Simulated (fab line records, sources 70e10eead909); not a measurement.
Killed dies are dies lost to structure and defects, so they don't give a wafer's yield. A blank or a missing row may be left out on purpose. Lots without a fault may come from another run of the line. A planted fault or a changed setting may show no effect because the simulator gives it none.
Chamber matching | flow nand_harc | NHARC_A_CONTACT_DEP_29 on pecvd-02: 3 sister chambers
The step deposits SiON, target thk 100 nm. 3 wafers are shown with their chamber, then 6 later ones without.

WAFERS WITH THEIR CHAMBER
wafer  | chamber | heater_power_w (W)
L978.5 | 2       | 666
L979.4 | 1       | 870
L979.5 | 0       | 778

WAFERS WITHOUT THEIR CHAMBER
wafer  | heater_power_w (W)
L979.6 | 807
L981.2 | 733
L981.4 | 736
L981.5 | 856
L980.4 | 832
L980.6 | 813

WHICH CHAMBER EACH WENT THROUGH
wafer  | from the rows above     | in truth
L979.6 | can't be placed: 0 or 1 | 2
L981.2 | can't be placed: 0 or 2 | 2
L981.4 | can't be placed: 0 or 2 | 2
L981.5 | can't be placed: 1 or 0 | 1
L980.4 | can't be placed: 1 or 0 | 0
L980.6 | can't be placed: 0 or 1 | 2
Placed correctly: 0 of 6. Can't be placed from these rows: 6 (the true chamber is among the candidates in 4). Placed wrongly: 0.
How it was worked out, from the rows above alone: a wafer's distance from a chamber is the root of the sum, over the readings, of the square of ((its reading less the chamber's mean) divided by the reading's scatter). The wafer belongs to the nearest chamber; if the next one is less than 2 further off, it can't be placed. A chamber's mean is the mean of its shown wafers. The scatter: with one shown wafer a chamber, the root of the mean of the squares of how far each hidden wafer lies from its nearest shown one.
